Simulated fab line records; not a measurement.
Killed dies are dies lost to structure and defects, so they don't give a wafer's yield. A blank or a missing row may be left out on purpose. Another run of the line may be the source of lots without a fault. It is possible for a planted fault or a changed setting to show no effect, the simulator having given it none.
Matching of chambers | flow n5-finfet | N5_BEOL_M6_ETCH_66 on rie-diel-03 has 4 sister chambers
The step etches SOC in N2/H2, target depth 80 nm, overetch 16 nm, time 120 s. 4 wafers are shown with their chamber, then 9 later ones without.

## WAFERS, EACH WITH ITS CHAMBER
wafer  | chamber | drypump-motor-current-A (A)
L081.3 | 1       | 6.5
L091.5 | 0       | 5.4
L093.4 | 2       | 6.0
L093.6 | 3       | 5.5

## WAFERS WHOSE CHAMBER IS MISSING
wafer  | drypump-motor-current-A (A)
L094.1 | 5.5
L094.2 | 5.4
L094.6 | 5.4
L097.1 | 6.6
L097.2 | 6.0
L097.3 | 5.5
L095.3 | 5.5
L095.5 | 5.5
L095.6 | 5.4

## WHICH CHAMBER EACH WENT THROUGH
wafer  | from the rows above | in truth
L094.1 | 3                   | 3
L094.2 | 0                   | 0
L094.6 | 0                   | 0
L097.1 | 1                   | 1
L097.2 | 2                   | 2
L097.3 | 3                   | 3
L095.3 | 3                   | 3
L095.5 | 3                   | 3
L095.6 | 0                   | 0
Correct placement for 9 of the 9. From these rows, 0 cannot be placed. Number placed wrongly: 0.
How it was worked out, from the rows above alone: a wafer's distance from a chamber is the root of the sum, over the readings, of the square of ((its reading less the chamber's mean) divided by the reading's scatter). If the next closest chamber is less than 2 further off than the closest, the wafer can't be placed; otherwise it belongs to the closest. The mean given for a chamber averages the wafers shown for that chamber. The scatter (one wafer shown for each chamber): square how far every hidden wafer sits from the nearest shown wafer, average those squares and take the square root.
